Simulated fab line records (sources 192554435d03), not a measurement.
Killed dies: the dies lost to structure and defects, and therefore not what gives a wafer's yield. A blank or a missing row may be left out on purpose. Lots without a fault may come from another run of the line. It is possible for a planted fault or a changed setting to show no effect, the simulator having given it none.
Split-lot experiment ; flow n5-finfet ; 21 wafers read across 7 lots, on a route 1938 steps long

== SPLIT DETAILS ==
At N5_BEOL_M9_TRENCH_ETCH_37 (etches SiCOH lowk in C4F6/O2, target depth 151.43 nm, time 49 s), the setting time-s was moved away from the recipe's 49 s on 6 of the 21 wafers read, by -15.3% to +5.9%. All remaining wafers had this setting at the recipe value.

== FROM THE SPLIT TO THE READING: what the file shows between them, 12 steps ==
- N5_BEOL_M9_ETCH_41: etches SiCN in CH3F/O2, target depth 36.6 nm, time 70.1 s
- N5_BEOL_M9_STRIP_80: strips in N2/H2, time 10 s
- N5_BEOL_M9_OCD_MEAS_38
- N5_BEOL_M9_ALD_74: deposits TaN, target thk 2 nm, pulse time 2 s, purge time 3 s (also split here: ald-cycles)
- N5_BEOL_M9_SURFACE_TREAT_79
- N5_BEOL_M9_CVD_78: deposits Co from CCTBA/H2, target thk 2 nm, time 138.9 s
- N5_BEOL_M9_ECD_50: material Cu, target thk 318 nm
- N5_BEOL_M9_ANNEAL_51: time 90 s
- N5_BEOL_M9_CMP_52: polishes, stops on SiCOH lowk, t overpolish 7 s, target thk 140 nm
- N5_BEOL_M9_THK_MEAS_53: measures by xrf
- N5_BEOL_M9_PRE_CLEAN_55: time 15 s
- N5_BEOL_M9_DEP_56: deposits SiCN from 3MS/NH3, target thk 15 nm, time 26.5 s

== THE READING ==
M9_RS in ohm/sq, measured at N5_BEOL_M9_RS_MEAS_57 by four-point-probe. A value of 0.151 ohm/sq with a standard deviation of 0.0037 ohm/sq is what fault-free wafers of this fab line usually give.

wafer;tool, chamber at the split;time-s as run, s;against the recipe;M9_RS, ohm/sq;against lot-mates on the recipe
L076.2;rie-diel-06, 2;49;recipe;0.151;-
L076.4;rie-diel-06, 1;49;recipe;0.147;-
L076.5;rie-diel-06, 2;49;recipe;0.148;-
L078.1;rie-diel-06, 1;49;recipe;0.147;-
L078.3;rie-diel-06, 0;49;recipe;0.145;-
L078.4;rie-diel-06, 3;49;recipe;0.145;-
L083.1;rie-diel-02, 0;49;recipe;0.146;-
L083.5;rie-diel-02, 0;45.89;-6.3%;0.159;+0.013
L083.6;rie-diel-02, 1;45.89;-6.3%;0.167;+0.021
L093.1;rie-diel-02, 2,1;49;recipe;0.155;-
L093.2;rie-diel-02, 3;49;recipe;0.157;-
L093.3;rie-diel-02, 2,1;49;recipe;0.155;-
L090.4;rie-diel-06, 0;49;recipe;0.150;-
L090.5;rie-diel-06, 1;51.87;+5.9%;0.138;-0.013
L090.6;rie-diel-06, 2;49;recipe;0.152;-
L092.1;rie-diel-01, 1;43.65;-10.9%;0.175;+0.025
L092.3;rie-diel-01, 3;49;recipe;0.151;-
L092.6;rie-diel-01, 0;49;recipe;0.149;-
L097.3;rie-diel-02, 1;41.5;-15.3%;0.186;+0.032
L097.4;rie-diel-02, 3;41.5;-15.3%;0.190;+0.036
L097.5;rie-diel-02, 3;49;recipe;0.154;-
Rows listing several chambers each stand for several wafers; the file does not say which wafer went through which chamber.

FIT RESULTS
A straight line over all 21 wafers: M9_RS changes by -0.00237 ohm/sq for each +1% of time-s; r = -0.96; the points scatter about the line by 0.0038 ohm/sq.
The same after taking each lot's own level away (the mean of its wafers on the recipe; 21 wafers): -0.00227 ohm/sq for each +1%; r = -0.99; scatter 0.0019 ohm/sq.
According to that fit, moving time-s by its largest amount changes the reading by 0.035 ohm/sq.
Across the lots, their own levels run from 0.1457 to 0.1557 ohm/sq, a range of 2.7 times the standard deviation given above.
The two slopes agree, so the slope changes little with the lot-to-lot level.
Check: for one of the wafers moved furthest among these (-15.3%), held out of the fit, the line's prediction against its lot-mates is +0.0365 ohm/sq. Against them it came out at +0.032 ohm/sq.

== THE OTHER SPLITS THESE WAFERS WENT THROUGH ==
These wafers also went through other splits before the reading. Each is held against what the fit with the lots' levels taken away leaves over:
other split on the same wafers;wafers away from the commonest value;r with M9_RS (lot level and that fit taken away)
N5_BEOL_M8_TRENCH_ETCH_37 bias-w;6;-0.19
N5_BEOL_M9_ALD_74 ald-cycles;6;+0.19

== THE WHOLE CHAIN: every reading that the file lists as answering this split, in the file's order ==
step;what it does;reading;change (the file's fit);r (the file's)
N5_BEOL_M9_TRENCH_ETCH_37;etches SiCOH lowk in C4F6/O2, target depth 151.43 nm, time 49 s;BEOL_M9.feature-depth-nm (the simulator's own value, which no gauge read);+1.57 nm for each +1% of the setting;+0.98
N5_BEOL_M9_TRENCH_ETCH_37;etches SiCOH lowk in C4F6/O2, target depth 151.43 nm, time 49 s;etch.depth-nm (the simulator's own value, which no gauge read);+1.57 nm for each +1% of the setting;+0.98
N5_BEOL_M9_OCD_MEAS_38;;trench-depth-nm;+1.59 nm for each +1% of the setting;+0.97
N5_BEOL_M9_CMP_52;polishes, stops on SiCOH lowk, t overpolish 7 s, target thk 140 nm;Cu_of_BEOL_M9_ECD_50.thk-nm (the simulator's own value, which no gauge read);+1.62 nm for each +1% of the setting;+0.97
N5_BEOL_M9_THK_MEAS_53;measures by xrf;M9_THK;+1.67 for each +1% of the setting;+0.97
N5_BEOL_M9_RS_MEAS_57;measures by four-point-probe;M9_RS;-0.00225 for each +1% of the setting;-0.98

== FILE'S OWN FIT ==
M9_RS changes by -0.00225 ohm/sq for each +1% of time-s, r = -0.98.
